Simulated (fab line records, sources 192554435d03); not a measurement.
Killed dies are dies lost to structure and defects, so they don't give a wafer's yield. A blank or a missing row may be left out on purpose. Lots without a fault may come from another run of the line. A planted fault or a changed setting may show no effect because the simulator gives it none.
Chamber matching | flow n5_finfet | N5_MOL_CONTACT_COAG_ETCH_66 on rie_diel-06: 4 sister chambers
The step etches SiARC in CF4, target depth 13 nm, time 21.7 s. 16 wafers are shown with their chamber, then 8 later ones without.

WAFERS WITH THEIR CHAMBER
wafer  | chamber | showerhead_plenum_p_Torr (Torr) | throttle_valve_pct (%) | oes_product_au (a.u.)
L075.3 | 0       | 2.13                            | 15.90                  | 0.62
L075.4 | 1       | 2.22                            | 15.72                  | 0.62
L075.6 | 0       | 2.14                            | 15.88                  | 0.62
L077.2 | 3       | 2.17                            | 15.66                  | 0.73
L077.5 | 0       | 2.13                            | 15.90                  | 0.62
L077.6 | 3       | 2.17                            | 15.65                  | 0.72
L081.2 | 3       | 2.17                            | 15.66                  | 0.72
L081.5 | 2       | 2.16                            | 15.50                  | 0.68
L081.6 | 1       | 2.21                            | 15.76                  | 0.61
L082.1 | 3       | 2.17                            | 15.67                  | 0.72
L082.2 | 1       | 2.21                            | 15.75                  | 0.62
L082.3 | 0       | 2.13                            | 15.93                  | 0.61
L084.3 | 0       | 2.13                            | 15.94                  | 0.61
L084.4 | 3       | 2.17                            | 15.70                  | 0.72
L084.6 | 2       | 2.16                            | 15.50                  | 0.67
L085.2 | 0       | 2.13                            | 15.94                  | 0.60

SIGNATURES (means of the wafers above)
reading                  | chamber 0 | chamber 1 | chamber 2 | chamber 3 | scatter within a chamber
showerhead_plenum_p_Torr | 2.1317    | 2.2133    | 2.1600    | 2.1700    | 0.00354
throttle_valve_pct       | 15.9150   | 15.7433   | 15.5000   | 15.6680   | 0.0214
oes_product_au           | 0.6133    | 0.6167    | 0.6750    | 0.7220    | 0.00665
Rule: a wafer's distance from a chamber is the root of the sum, over the readings, of the square of ((its reading less the chamber's mean) divided by the reading's scatter). The wafer belongs to the nearest chamber; if the next one is less than 2 further off, it can't be placed. The scatter: the root of (the sum of the squares of (reading less its chamber's mean) over the shown wafers, divided by (wafers less chambers)).

WAFERS WITHOUT THEIR CHAMBER
wafer  | showerhead_plenum_p_Torr (Torr) | throttle_valve_pct (%) | oes_product_au (a.u.)
L085.4 | 2.16                            | 15.53                  | 0.67
L085.5 | 2.13                            | 15.94                  | 0.60
L086.2 | 2.17                            | 15.69                  | 0.71
L086.3 | 2.21                            | 15.78                  | 0.60
L086.5 | 2.17                            | 15.71                  | 0.70
L094.1 | 2.20                            | 15.83                  | 0.59
L094.2 | 2.15                            | 15.57                  | 0.65
L094.3 | 2.12                            | 15.99                  | 0.59

WHICH CHAMBER EACH WENT THROUGH
wafer  | from the rows above | in truth
L085.4 | 2                   | 2
L085.5 | 0                   | 0
L086.2 | 3                   | 3
L086.3 | 1                   | 1
L086.5 | 3                   | 3
L094.1 | 1                   | 1
L094.2 | 2                   | 2
L094.3 | 0                   | 0
Placed correctly: 8 of 8. Can't be placed from these rows: 0. Placed wrongly: 0.
